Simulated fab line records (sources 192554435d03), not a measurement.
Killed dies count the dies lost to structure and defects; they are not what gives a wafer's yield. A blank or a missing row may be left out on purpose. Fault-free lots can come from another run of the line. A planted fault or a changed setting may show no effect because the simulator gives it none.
Matching of chambers / flow n5-finfet / 4 sister chambers for N5_BEOL_M7_ETCH_65 on rie-diel-02
The step etches SiARC in CF4, target depth 15.6 nm, time 26 s. 8 wafers are shown with their chamber, then 10 later ones without.

## WAFERS PAIRED WITH THEIR CHAMBERS
wafer=L080.4; chamber=2; drypump-motor-current-A (A)=5.3; showerhead-plenum-p-Torr (Torr)=2.06
wafer=L082.6; chamber=3; drypump-motor-current-A (A)=5.2; showerhead-plenum-p-Torr (Torr)=2.16
wafer=L083.4; chamber=2; drypump-motor-current-A (A)=5.3; showerhead-plenum-p-Torr (Torr)=2.05
wafer=L090.3; chamber=1; drypump-motor-current-A (A)=6.5; showerhead-plenum-p-Torr (Torr)=2.24
wafer=L090.4; chamber=3; drypump-motor-current-A (A)=5.2; showerhead-plenum-p-Torr (Torr)=2.16
wafer=L090.5; chamber=0; drypump-motor-current-A (A)=6.1; showerhead-plenum-p-Torr (Torr)=2.19
wafer=L092.1; chamber=1; drypump-motor-current-A (A)=6.6; showerhead-plenum-p-Torr (Torr)=2.24
wafer=L092.2; chamber=0; drypump-motor-current-A (A)=6.1; showerhead-plenum-p-Torr (Torr)=2.19

## WAFERS WITHOUT THEIR CHAMBER
wafer=L092.6; drypump-motor-current-A (A)=5.3; showerhead-plenum-p-Torr (Torr)=2.05
wafer=L091.1; drypump-motor-current-A (A)=5.2; showerhead-plenum-p-Torr (Torr)=2.16
wafer=L091.2; drypump-motor-current-A (A)=6.1; showerhead-plenum-p-Torr (Torr)=2.19
wafer=L091.6; drypump-motor-current-A (A)=5.2; showerhead-plenum-p-Torr (Torr)=2.16
wafer=L093.1; drypump-motor-current-A (A)=6.1; showerhead-plenum-p-Torr (Torr)=2.19
wafer=L093.4; drypump-motor-current-A (A)=5.3; showerhead-plenum-p-Torr (Torr)=2.05
wafer=L093.6; drypump-motor-current-A (A)=5.3; showerhead-plenum-p-Torr (Torr)=2.05
wafer=L096.2; drypump-motor-current-A (A)=6.1; showerhead-plenum-p-Torr (Torr)=2.19
wafer=L096.4; drypump-motor-current-A (A)=5.2; showerhead-plenum-p-Torr (Torr)=2.16
wafer=L096.5; drypump-motor-current-A (A)=6.1; showerhead-plenum-p-Torr (Torr)=2.19

## WHICH CHAMBER EACH ONE RAN IN
wafer=L092.6; from the rows above=2; in truth=2
wafer=L091.1; from the rows above=3; in truth=3
wafer=L091.2; from the rows above=0; in truth=0
wafer=L091.6; from the rows above=3; in truth=3
wafer=L093.1; from the rows above=0; in truth=0
wafer=L093.4; from the rows above=2; in truth=2
wafer=L093.6; from the rows above=2; in truth=2
wafer=L096.2; from the rows above=0; in truth=0
wafer=L096.4; from the rows above=3; in truth=3
wafer=L096.5; from the rows above=0; in truth=0
Placed correctly: 10 of 10. Number that these rows cannot place: 0. Wrongly placed: 0.
How it was worked out, from the rows above alone: a wafer's distance from a chamber is the root of the sum, over the readings, of the square of ((its reading less the chamber's mean) divided by the reading's scatter). The wafer belongs to the nearest chamber; if the next one is less than 2 further off, it can't be placed. A chamber's mean is the mean of its shown wafers. The scatter is the square root of a quotient: the sum, over the shown wafers, of each reading's squared deviation from its chamber's mean, divided by wafers minus chambers.
